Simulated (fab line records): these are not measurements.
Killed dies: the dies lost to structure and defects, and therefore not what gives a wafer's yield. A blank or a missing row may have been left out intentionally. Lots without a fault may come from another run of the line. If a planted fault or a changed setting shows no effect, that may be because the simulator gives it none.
What tool caused it? ; flow nand-harc ; 12 lots with 36 wafers sampled at 3 steps, on a route of 1302 steps

WHAT THE GAUGES SHOWED, per wafer
NHARC_A_BLC_INSPECT_12.
lot;measured;on;raw-defect-count
L075;day 23 00:13;defect-inspect-02;70 68 62
L077;day 23 23:48;defect-inspect-01;139 136 139
L080;day 24 15:58;defect-inspect-01;147 165 140
L081;day 26 02:06;defect-inspect-01;117 115 91
L083;day 26 14:01;defect-inspect-01;135 139 138
L085;day 27 06:35;defect-inspect-02;44 33 39
L088;day 28 05:07;defect-inspect-01;98 100 109
L089;day 28 12:03;defect-inspect-02;111 106 95
L090;day 28 20:44;defect-inspect-02;60 68 59
L093;day 30 08:46;defect-inspect-02;31 33 34
L095;day 30 21:33;defect-inspect-02;69 87 80
L097;day 32 11:15;defect-inspect-01;123 151 134

EACH LOT AND THE TOOL THAT RAN IT (in order: tool; ch and the chambers of the sampled wafers; start)
lot;NHARC_A_CONTACT_ETCH_139;NHARC_A_CONTACT_CMP_20
L075;har-cap-etch-03 ch 0,1, day 22 20:20;cmp-01 ch 1,2,3, day 22 23:12
L077;har-cap-etch-01 ch 0,1, day 23 19:54;cmp-02 ch 0,1, day 23 22:44
L080;har-cap-etch-03 ch 0,1, day 24 12:14;cmp-03 ch 2,3, day 24 14:58
L081;har-cap-etch-01 ch 0,1, day 25 22:01;cmp-01 ch 0,1,2, day 26 01:05
L083;har-cap-etch-01 ch 0,1, day 26 10:16;cmp-03 ch 0,1,2, day 26 12:59
L085;har-cap-etch-01 ch 0,1, day 27 02:38;cmp-01 ch 0,3, day 27 05:40
L088;har-cap-etch-02 ch 0,1, day 28 00:31;cmp-03 ch 0,2, day 28 04:07
L089;har-cap-etch-01 ch 0,1, day 28 07:38;cmp-02 ch 0,1,3, day 28 11:03
L090;har-cap-etch-02 ch 0,1, day 28 16:55;cmp-02 ch 0,1,2, day 28 19:50
L093;har-cap-etch-03 ch 0,1, day 30 04:50;cmp-01 ch 1,3, day 30 07:46
L095;har-cap-etch-01 ch 0, day 30 17:54;cmp-02 ch 0,1,3, day 30 20:42
L097;har-cap-etch-01 ch 0,1, day 32 07:26;cmp-01 ch 0,3, day 32 10:11
- NHARC_A_CONTACT_ETCH_139: etches the open film in C4F8/O2/Ar, time 195 s, target depth 840 nm.
- NHARC_A_CONTACT_CMP_20: polishes, t overpolish 30 s, target thk 300 nm.

THE ANSWER, worked out from the rows above alone
Rule: usual is defined by the lots themselves. The widest of any qualifying gaps counts: lots, ordered by their means at a reading, are off when they make up no more than a third of the lots, leave a main group of 4 or more, and stand apart from it by 3 or more times the standard deviation of that group's means. A main group whose means are all the same, to the digits that the tables above print for the reading, isn't used. Also off: a lot with no number at a reading for which 4 or more lots have one. The other lots that the step has rows for count as sound.
No lot is off on any of the readings shown, so nothing can be concluded from this.

WHAT HAD BEEN PUT IN BY THE SIMULATOR
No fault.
